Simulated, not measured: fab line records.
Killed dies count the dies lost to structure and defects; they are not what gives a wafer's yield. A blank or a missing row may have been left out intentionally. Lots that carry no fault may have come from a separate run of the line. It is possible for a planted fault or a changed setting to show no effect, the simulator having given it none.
Chamber matching + flow n5 finfet + 3 sister chambers for N5_BEOL_M9_CURE_71 on uv cure-03
The step cures SiCOH lowk, time 240 s. 6 wafers are shown with their chamber, then 9 later ones without.

== EACH WAFER AND ITS CHAMBER ==
| wafer  | chamber | wafer_temp_C_max | lamp power pct (%) |
|--------|---------|------------------|--------------------|
| L077.3 | 1       | 386.3            | 52.32              |
| L077.6 | 1       | 385.7            | 52.34              |
| L087.2 | 2       | 386.1            | 52.30              |
| L087.6 | 2       | 386.0            | 52.34              |
| L088.4 | 0       | 386.3            | 52.21              |
| L088.6 | 0       | 386.6            | 52.40              |

== WAFERS WITHOUT THEIR CHAMBER ==
| wafer  | wafer_temp_C_max | lamp power pct (%) |
|--------|------------------|--------------------|
| L089.2 | 386.3            | 52.41              |
| L089.3 | 386.3            | 52.29              |
| L089.5 | 386.3            | 52.25              |
| L091.2 | 386.7            | 52.30              |
| L091.4 | 386.8            | 52.34              |
| L091.6 | 387.2            | 52.38              |
| L093.1 | 385.9            | 52.38              |
| L093.4 | 386.1            | 52.30              |
| L093.6 | 386.3            | 52.34              |

== WHICH CHAMBER EACH ONE RAN IN ==
| wafer  | from the rows above          | in truth |
|--------|------------------------------|----------|
| L089.2 | can't be placed: 0 or 2 or 1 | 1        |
| L089.3 | can't be placed: 0 or 2 or 1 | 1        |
| L089.5 | can't be placed: 0 or 2 or 1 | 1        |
| L091.2 | can't be placed: 0 or 2 or 1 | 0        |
| L091.4 | can't be placed: 0 or 2 or 1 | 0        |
| L091.6 | can't be placed: 0 or 2 or 1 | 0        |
| L093.1 | can't be placed: 1 or 2 or 0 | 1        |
| L093.4 | can't be placed: 2 or 1 or 0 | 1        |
| L093.6 | can't be placed: 0 or 2 or 1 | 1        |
Placed correctly: 0 of 9. From these rows, 9 cannot be placed; in 9 the true chamber is one of the candidates. Wrongly placed: 0.
How it was worked out, from the rows above alone: a wafer's distance from a chamber is the root of the sum, over the readings, of the square of ((its reading less the chamber's mean) divided by the reading's scatter). The wafer belongs to the nearest chamber; if the next one is less than 2 further off, it can't be placed. For every chamber, the mean is computed from those of its wafers that are shown. The scatter: take each reading less its chamber's mean, square it, sum over the shown wafers, divide by the number of wafers less the number of chambers, and take the root.
